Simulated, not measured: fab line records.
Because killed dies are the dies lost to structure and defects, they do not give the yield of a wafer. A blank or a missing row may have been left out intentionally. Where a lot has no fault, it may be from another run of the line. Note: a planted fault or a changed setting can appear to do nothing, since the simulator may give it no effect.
Chamber matching / flow n5 finfet / N5_FIN_CUT_CUT_ETCH_28 on rie si-06: 4 sister chambers
The step etches Si in HBr/Cl2/O2, target depth 6 nm, time 2.4 s. 4 wafers are shown with their chamber, then 9 later ones without.

## WAFERS PAIRED WITH THEIR CHAMBERS
wafer=L085.4; chamber=1; throttle valve pct (%)=37.41
wafer=L088.1; chamber=2; throttle valve pct (%)=36.81
wafer=L088.4; chamber=0; throttle valve pct (%)=36.59
wafer=L088.6; chamber=3; throttle valve pct (%)=37.08

## WAFERS MISSING THEIR CHAMBER
wafer=L089.1; throttle valve pct (%)=37.43
wafer=L089.2; throttle valve pct (%)=36.78
wafer=L089.3; throttle valve pct (%)=37.06
wafer=L089.4; throttle valve pct (%)=36.58
wafer=L089.5; throttle valve pct (%)=36.58
wafer=L089.6; throttle valve pct (%)=37.06
wafer=L095.2; throttle valve pct (%)=36.58
wafer=L095.3; throttle valve pct (%)=36.79
wafer=L095.4; throttle valve pct (%)=36.59

## EACH ONE'S CHAMBER
wafer=L089.1; from the rows above=1; in truth=1
wafer=L089.2; from the rows above=2; in truth=2
wafer=L089.3; from the rows above=3; in truth=3
wafer=L089.4; from the rows above=0; in truth=0
wafer=L089.5; from the rows above=0; in truth=0
wafer=L089.6; from the rows above=3; in truth=3
wafer=L095.2; from the rows above=0; in truth=0
wafer=L095.3; from the rows above=2; in truth=2
wafer=L095.4; from the rows above=0; in truth=0
Correct placement for 9 of the 9. Not placeable from these rows: 0. Wrongly placed: 0.
How it was worked out, from the rows above alone: a wafer's distance from a chamber is the root of the sum, over the readings, of the square of ((its reading less the chamber's mean) divided by the reading's scatter). If the next closest chamber is less than 2 further off than the closest, the wafer can't be placed; otherwise it belongs to the closest. A chamber's mean is the mean of its shown wafers. The scatter (one wafer shown for each chamber): square how far every hidden wafer sits from the nearest shown wafer, average those squares and take the square root.
